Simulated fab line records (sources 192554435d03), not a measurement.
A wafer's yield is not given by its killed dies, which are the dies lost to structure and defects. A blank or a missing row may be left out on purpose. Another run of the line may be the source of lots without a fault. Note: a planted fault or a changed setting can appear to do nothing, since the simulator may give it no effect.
A lot that was struck, set against a sound lot | flow n5 finfet | 14 steps out of a route of 1938
Sound: the wafers L721.1, L721.2, L721.6. The struck wafers were L735.1, L735.2, L735.4. Last of all comes the cause.
For every step that has rows: the tool of each side, followed by ch and its chambers, followed by its first start. Under that, the readings that differ: sound wafers | struck wafers | difference of the means | sigmas: that difference in standard deviations of wafers without a fault.
alike: words and numbers the same on both sides, and readings whose means are apart by under 2 such deviations; not compared: readings that were withheld, readings missing a value for some wafer, numbers with overlapping values and no deviation given by the record, and bounds like >300 which may hide the same value.
A row with sigmas, a row that says differs or no value, or rows on one side alone: a step with any of these is where the two part. Numbers that don't overlap but have no deviation are shown without sigmas and don't part them. A reading missing from all wafers of one side parts the sides only when that side holds two or more wafers.

first, 2 steps without rows for these wafers: N5_GATE_CUT_ETCH_19 (etches SiNx in CH3F/O2, target depth 53.7 nm, time 76.7 s); N5_GATE_CUT_CUT_ETCH_53 (etches W in SF6/Cl2, target depth 79.2 nm).
N5_GATE_CUT_CUT_ETCH_54: etches TiN in Cl2/BCl3, target depth 96.7 nm.
  sound on rie metal-03 ch 0,1, day 5 14:15; struck on rie metal-02 ch 0,1, day 9 03:13
  reading                | sound          | struck         | difference | sigmas
  throttle valve pct (%) | 22.5 22.8 22.9 | 21.7 22.1 21.8 | -0.9       | -2
  alike: drypump motor current A, etch rf on time s, oes_ar_750_au, oes product au
  not compared: rf hours counter h
then, 1 step without rows for these wafers: N5_GATE_CUT_CUT_ETCH_55 (etches HfO2 in BCl3, target depth 3.2 nm).
N5_GATE_CUT_ETCH_47: etches SiO2 in Cl2/BCl3, target depth 10 nm.
  sound on rie metal-03 ch 0,1, day 5 14:20; struck on rie metal-02 ch 0,1, day 9 03:19
  reading                | sound          | struck         | difference | sigmas
  throttle valve pct (%) | 23.0 23.4 23.4 | 22.3 22.7 22.3 | -0.8       | -2
  alike: drypump motor current A, oes_ar_750_au, oes product au
  not compared: rf hours counter h
then, 2 steps without rows for these wafers: N5_GATE_CUT_VAPOR_ETCH_48 (etches TiN in BCl3/Cl2); N5_GATE_CUT_VAPOR_ETCH_49 (etches TiAlC in BCl3/Cl2).
N5_GATE_CUT_VAPOR_ETCH_51: etches HfO2 in BCl3/Cl2.
  sound on rie metal-03 ch 0,1, day 5 14:26; struck on rie metal-02 ch 0,1, day 9 03:24
  alike: drypump motor current A, oes product au
N5_GATE_CUT_STRIP_21: strips in N2/H2, time 30 s.
  sound on plasma asher-01 ch 0,1, day 5 14:29; struck on plasma asher-02 ch 0,1, day 9 03:27
  reading                     | sound       | struck      | difference | sigmas
  drypump motor current A (A) | 5.9 5.8 5.8 | 6.5 6.4 6.4 | +0.6       | +2
  alike: heater power w
  not compared: rf hours counter h
then, 2 steps without rows for these wafers: N5_GATE_CUT_STRIP_29 (strips in post etch residue remover, time 60 s); N5_GATE_CUT_SRD_52 (time 30 s).
N5_GATE_CUT_ALD_22: deposits SiNx, target thk 16 nm, pulse time 1 s, ald cycles 320.
  sound on ald sin-03 ch 0,2,3, day 5 14:43; struck on ald sin-03 ch 0,1,3, day 9 04:04
  alike: heater power w, precursor pulse height rel
N5_GATE_CUT_CMP_23: polishes, stops on SiO2, t overpolish 23.4 s, target thk 16 nm.
  sound on cmp-01 ch 1,3, day 5 16:13; struck on cmp-02 ch 0,1,2, day 9 05:33
  no value came back on the struck wafers for any of 5 readings (edge zone pressure frac, head pressure psi (psi) and others); on the sound wafers edge zone pressure frac reads 0.999 1.001 1.004
N5_BEOL_M4_RC_MEAS_101:
  the record has rows for the sound wafers here (prober-02 ch 0, day 8 17:06) and none for the struck ones

== WHERE THEY PART ==
First at N5_GATE_CUT_CUT_ETCH_54; last, within this record, at N5_BEOL_M4_RC_MEAS_101.

WHY: whatever the simulator had introduced
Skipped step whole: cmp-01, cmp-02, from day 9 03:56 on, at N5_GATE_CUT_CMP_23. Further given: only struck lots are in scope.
